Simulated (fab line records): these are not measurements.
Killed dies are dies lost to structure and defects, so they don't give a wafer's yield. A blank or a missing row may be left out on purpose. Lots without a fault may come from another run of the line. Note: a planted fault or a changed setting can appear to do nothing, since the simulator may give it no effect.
What tool caused it? | flow nand_harc | Sampling: 6 lots, 18 wafers, 6 of 1302 route steps

== WHAT EACH GAUGE READ, for each wafer ==
NHARC_END_SORT_01.
lot  | measured     | on        | defect_limited_yield (%)
L315 | day 24 21:10 | prober-01 | 90.4 91.9 91.7
L332 | day 31 17:40 | prober-01 | 88.6 89.8 87.4

== WHICH TOOL RAN EACH LOT (tool, then ch and the chambers of the sampled wafers, then the start) ==
lot  | NHARC_A_M0_ETCH_15                            | NHARC_A_M0_DEGAS_28          | NHARC_A_M0_ECD_22              | NHARC_A_M0_CMP_23             | NHARC_A_M0_DEP_32
L315 | rie_diel-01 ch 2,3, day 23 06:03 or earlier   | pvd_sputter-01, day 23 06:03 | ecd_cu-02 ch 0,1, day 23 06:25 | cmp-04 ch 0,2,3, day 23 07:11 | pecvd-04 ch 1,2, day 23 07:47
L319 | rie_diel-11 ch 0,1,3, day 25 01:41 or earlier | pvd_sputter-02, day 25 01:41 | ecd_cu-02 ch 0,1, day 25 02:09 | cmp-03 ch 0,1, day 25 02:49   | pecvd-04 ch 1,2, day 25 03:25
L323 | rie_diel-01 ch 0,2,3, day 26 07:53 or earlier | pvd_sputter-03, day 26 07:53 | ecd_cu-02 ch 0,1, day 26 08:29 | cmp-03 ch 0,1,2, day 26 09:13 | pecvd-01 ch 1,2, day 26 09:50
L326 | rie_diel-01 ch 1,2,3, day 27 07:45 or earlier | pvd_sputter-03, day 27 07:45 | ecd_cu-02 ch 0,1, day 27 08:10 | cmp-04 ch 2,3, day 27 08:51   | pecvd-01 ch 0,1,2, day 27 09:27
L332 | rie_diel-11 ch 0,1,3, day 30 02:38 or earlier | pvd_sputter-01, day 30 02:38 | ecd_cu-02 ch 0,1, day 30 03:05 | cmp-03 ch 0,1,3, day 30 03:48 | pecvd-01 ch 0,2, day 30 04:25
L336 | rie_diel-11 ch 0,1,3, day 31 23:04 or earlier | pvd_sputter-03, day 31 23:04 | ecd_cu-01 ch 0,1, day 31 23:26 | cmp-02 ch 0,2,3, day 32 00:12 | pecvd-01 ch 0,1,2, day 32 00:47
- NHARC_A_M0_ETCH_15: etches the open film in C4F8/Ar, target depth 150 nm, overetch 15 nm, time 82.5 s.
- NHARC_A_M0_DEGAS_28: time 60 s.
- NHARC_A_M0_ECD_22: material Cu, target thk 400 nm.
- NHARC_A_M0_CMP_23: polishes, t overpolish 20 s, target thk 113.75 nm.
- NHARC_A_M0_DEP_32: deposits SiCN, target thk 30 nm.

== THE ANSWER, worked out from the rows above alone ==
Rule: the usual values come from the lots themselves. The widest of any qualifying gaps counts: lots, ordered by their means at a reading, are off when they make up no more than a third of the lots, leave a main group of 4 or more, and stand apart from it by 3 or more times the standard deviation of that group's means. The tables above print the reading to a certain number of digits; a main group whose means all agree to those digits is not used. A lot without any number at a reading at which 4 lots or more have one is off too. Any other lot the step has rows for is counted as sound.
No lot is off at any reading shown: from this, nothing can be told.

== WHAT THE SIMULATOR HAD INSERTED ==
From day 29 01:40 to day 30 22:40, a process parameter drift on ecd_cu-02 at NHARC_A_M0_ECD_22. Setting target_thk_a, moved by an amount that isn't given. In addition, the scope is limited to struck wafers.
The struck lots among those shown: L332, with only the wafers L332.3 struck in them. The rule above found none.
